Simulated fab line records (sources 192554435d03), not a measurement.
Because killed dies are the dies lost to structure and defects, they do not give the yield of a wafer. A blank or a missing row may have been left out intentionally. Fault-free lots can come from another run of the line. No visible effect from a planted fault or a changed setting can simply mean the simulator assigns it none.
8D (eight disciplines) problem report, filled in by code / flow n5_finfet / the parts of the form that need people (team, actions taken, sign-off) are left out

1. THE PROBLEM
At N5_BEOL_M13_ETCH_67, cf4_flow_sccm averages 130.18 sccm over 2 wafers from 2 lots, while fault-free wafers read 100.00 sccm, standard deviation 0.27. So: +99 or more standard deviations from the usual mean.
The step: etches SiARC in CF4, target depth 143 nm, time 238.3 s.
First seen on wafer L620.3, day 16 17:13, on rie_diel-02. Wafers with a number at this step in the record: 18, from 6 lots. By rule, "out" or "out of limits" means more than 4 standard deviations away from the usual mean. The rest of the wafers with a number are treated as sound.

2. WHAT IT IS, WHAT IT ISN'T
question=which readings at this step | is=cf4_flow_sccm | is not=drypump_motor_current_A, etch_rf_on_time_s, oes_product_au, rf_vpp_V
question=which lots | is=L620, L622 | is not=L606, L608, L619, L626
question=which wafers of those lots | is=L620.3, L622.1 | is not=L620.5, L620.6, L622.4, L622.5
question=read on which tools | is=rie_diel-02 | is not=rie_diel-03, rie_diel-06
question=when | is=from day 16 17:13 | is not=up to then (8 sound wafers); but 8 sound wafers of L619, L622, L626 came after

3. WHAT RULES OUT EACH SUSPECT
Counting: if a tool at a process step up to the reading ran every lot that is out, it stays a suspect. Sound lots after the first of them don't rule it out here, since some wafers of a struck lot are sound.
- rie_diel-02 at N5_BEOL_M13_DESCUM_33 (chemistry O2, time 7.9 s): kept. Ran every lot that is out, first one L620 (day 16 17:11); last sound lot up to then L606 (day 11 23:53).
- rie_diel-02 at N5_BEOL_M13_ETCH_67 (etches SiARC in CF4, target depth 143 nm, time 238.3 s): kept. Ran every lot that is out, first one L620 (day 16 17:13); last sound lot up to then L606 (day 11 23:56). Its own cf4_flow_sccm readings are out on those wafers.
- At N5_BEOL_M13_DESCUM_33, inside rie_diel-02: chamber 1 took the wafers that are out, while their sound lot-mates went through chambers 0, 2, 3.
- At N5_BEOL_M13_ETCH_67, inside rie_diel-02: chamber 1 took the wafers that are out, while their sound lot-mates went through chambers 0, 2, 3.
Left after counting: rie_diel-02 at N5_BEOL_M13_DESCUM_33, rie_diel-02 at N5_BEOL_M13_ETCH_67.

4. THE CAUSE (what the simulator had put in)
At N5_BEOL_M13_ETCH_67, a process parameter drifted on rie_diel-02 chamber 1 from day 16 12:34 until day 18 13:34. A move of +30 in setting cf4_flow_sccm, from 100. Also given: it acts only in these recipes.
2 suspects survive the count, and this tool is in that group.

5. THE CHAIN OF EFFECTS, in route order
Each row: a reading whose mean over the struck wafers that have a number lies more than 3 standard deviations from the usual. Scope: only readings with a usual standard deviation given in the record; hours: median across lots of the time from each lot's start at the first step in this table that gives one to its start at this step; sigmas: change in usual standard deviations.
hours=0; step=N5_BEOL_M13_ETCH_67; reading=cf4_flow_sccm; usual=100.00 sccm; on struck wafers=130.18; change=+30.18; sigmas=+99 or more
hours=0; step=N5_BEOL_M13_ETCH_67; reading=showerhead_plenum_p_Torr; usual=2.13 Torr; on struck wafers=2.38; change=+0.25; sigmas=+3.6
hours=0; step=N5_BEOL_M13_ETCH_67; reading=throttle_valve_pct; usual=15.65 %; on struck wafers=16.59; change=+0.94; sigmas=+3.9
Process steps it contains:
- N5_BEOL_M13_ETCH_67: etches SiARC in CF4, target depth 143 nm, time 238.3 s.

6. HOW IT WOULD HAVE BEEN CAUGHT EARLIER
In this record the first reading out of limits was taken at day 16 17:13, 5 hours after the fault began at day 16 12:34.
